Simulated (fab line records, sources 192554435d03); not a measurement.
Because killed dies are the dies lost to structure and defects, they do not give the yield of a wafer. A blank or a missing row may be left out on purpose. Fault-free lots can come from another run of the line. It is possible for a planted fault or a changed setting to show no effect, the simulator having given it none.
Lot-split experiment + flow n5 finfet + 21 wafers read from 7 lots, route of 1938 steps

SPLIT DETAILS
At N5_SD_ACTIVATION_LSA_01 (time 0.0008 s), the setting temp c was moved away from the recipe's 1080 C on 7 of the 21 wafers read, by -2.7% to +3.1%. All remaining wafers had this setting at the recipe value.

Split to reading: the file shows no intervening step.

THE READING
Measured at N5_SD_ACTIVATION_RS_MEAS_03 by four-point probe: RS_SD_N, in ohm/sq. Fault-free wafers of this fab line usually give 21.85 ohm/sq, standard deviation 0.29 ohm/sq.

| wafer  | tool, chamber at the split | temp c as run, C | against the recipe | RS_SD_N, ohm/sq | against lot-mates on the recipe |
|--------|----------------------------|------------------|--------------------|-----------------|---------------------------------|
| L075.1 | laser anneal-02, 0         | 1080             | recipe             | 21.71           | -                               |
| L075.2 | laser anneal-02, 0         | 1080             | recipe             | 21.91           | -                               |
| L075.4 | laser anneal-02, 0         | 1080             | recipe             | 21.86           | -                               |
| L084.4 | laser anneal-02, 0         | 1113             | +3.1%              | 18.43           | -3.61                           |
| L084.5 | laser anneal-02, 0         | 1113             | +3.1%              | 18.51           | -3.53                           |
| L084.6 | laser anneal-02, 0         | 1080             | recipe             | 22.04           | -                               |
| L085.1 | laser anneal-01, 0         | 1080             | recipe             | 21.42           | -                               |
| L085.3 | laser anneal-01, 0         | 1080             | recipe             | 22.09           | -                               |
| L085.4 | laser anneal-01, 0         | 1093             | +1.2%              | 20.33           | -1.43                           |
| L089.1 | laser anneal-01, 0         | 1080             | recipe             | 21.81           | -                               |
| L089.4 | laser anneal-01, 0         | 1080             | recipe             | 21.73           | -                               |
| L089.5 | laser anneal-01, 0         | 1080             | recipe             | 21.60           | -                               |
| L090.1 | laser anneal-02, 0         | 1093             | +1.2%              | 20.72           | -1.17                           |
| L090.2 | laser anneal-02, 0         | 1093             | +1.2%              | 20.56           | -1.33                           |
| L090.3 | laser anneal-02, 0         | 1080             | recipe             | 21.89           | -                               |
| L091.1 | laser anneal-01, 0         | 1051             | -2.7%              | 25.42           | +3.43                           |
| L091.2 | laser anneal-01, 0         | 1080             | recipe             | 22.16           | -                               |
| L091.6 | laser anneal-01, 0         | 1080             | recipe             | 21.82           | -                               |
| L097.2 | laser anneal-02, 0         | 1069             | -1.0%              | 22.81           | +1.07                           |
| L097.3 | laser anneal-02, 0         | 1080             | recipe             | 21.76           | -                               |
| L097.4 | laser anneal-02, 0         | 1080             | recipe             | 21.71           | -                               |

THE FIT
A straight line over all 21 wafers: RS_SD_N changes by -1.15 ohm/sq for each +1% of temp c; r = -0.99; the points scatter about the line by 0.22 ohm/sq.
The same after taking each lot's own level away (the mean of its wafers on the recipe; 21 wafers): -1.18 ohm/sq for each +1%; r = -0.99; scatter 0.16 ohm/sq.
Per that fit: largest temp c move, reading shift of 3.6 ohm/sq.
The span of the lots' own levels, 21.713 to 22.040 ohm/sq, comes to 1.1 times the standard deviation stated above.
Consequently the slope shifts little with the lot-to-lot level, the two slopes agreeing.
Check: for one of the wafers moved furthest among these (+3.1%), held out of the fit, the line's prediction against its lot-mates is -3.58 ohm/sq. It came out at -3.61 ohm/sq against them.
Tool readings at the split's step, against how far the setting was moved: wafer_temp_C_max r = +1.00.

OTHER SPLITS APPLIED TO THESE WAFERS
Other splits were also applied to these wafers ahead of the reading. Each is held against what the fit with the lots' levels taken away leaves over:
| other split on the same wafers | wafers away from the commonest value | r with RS_SD_N (lot level and that fit taken away) |
|--------------------------------|--------------------------------------|----------------------------------------------------|
| N5_DUMMY_GATE_DESCUM_20 time s | 5                                    | +0.01                                              |
| N5_SD_EPI_N_COAT_03 spin rpm   | 12                                   | -0.02                                              |
| N5_SD_EPI_N_PEB_07 peb temp c  | 8                                    | -0.13                                              |

THE WHOLE CHAIN: every reading that the file lists as answering this split, in the file's order
| step                        | what it does                 | reading          | change (the file's fit)              | r (the file's) |
|-----------------------------|------------------------------|------------------|--------------------------------------|----------------|
| N5_SD_ACTIVATION_LSA_01     | time 0.0008 s                | wafer_temp_C_max | withheld for each +1% of the setting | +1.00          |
| N5_SD_ACTIVATION_RS_MEAS_03 | measures by four-point-probe | RS_SD_N          | -1.19 for each +1% of the setting    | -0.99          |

FILE'S OWN FIT
RS_SD_N changes by -1.19 ohm/sq for each +1% of temp c, r = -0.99.
